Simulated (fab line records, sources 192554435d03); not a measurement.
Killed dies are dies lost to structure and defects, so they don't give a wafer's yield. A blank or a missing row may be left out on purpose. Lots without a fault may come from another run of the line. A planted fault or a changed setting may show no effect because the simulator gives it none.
Chamber matching | flow n5_finfet | N5_BEOL_M3_ALD_98 on ald_sin-04: 4 sister chambers
The step deposits SiO2, target thk 2.5 nm, pulse time 1 s, co reactant pulse time 1 s. 4 wafers are shown with their chamber, then 7 later ones without.

WAFERS WITH THEIR CHAMBER
wafer  | chamber | heater_power_w (W)
L079.2 | 0       | 74
L079.5 | 1       | 75
L081.2 | 3       | 74
L081.3 | 2       | 80

WAFERS WITHOUT THEIR CHAMBER
wafer  | heater_power_w (W)
L081.4 | 75
L084.1 | 74
L084.3 | 81
L084.6 | 77
L093.3 | 80
L093.5 | 77
L093.6 | 80

WHICH CHAMBER EACH WENT THROUGH
wafer  | from the rows above               | in truth
L081.4 | can't be placed: 1 or 0 or 3      | 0
L084.1 | can't be placed: 0 or 3 or 1      | 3
L084.3 | 2                                 | 2
L084.6 | can't be placed: 1 or 0 or 2 or 3 | 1
L093.3 | 2                                 | 2
L093.5 | can't be placed: 1 or 0 or 2 or 3 | 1
L093.6 | 2                                 | 2
Placed correctly: 3 of 7. Can't be placed from these rows: 4 (the true chamber is among the candidates in 4). Placed wrongly: 0.
How it was worked out, from the rows above alone: a wafer's distance from a chamber is the root of the sum, over the readings, of the square of ((its reading less the chamber's mean) divided by the reading's scatter). The wafer belongs to the nearest chamber; if the next one is less than 2 further off, it can't be placed. A chamber's mean is the mean of its shown wafers. The scatter: with one shown wafer a chamber, the root of the mean of the squares of how far each hidden wafer lies from its nearest shown one.
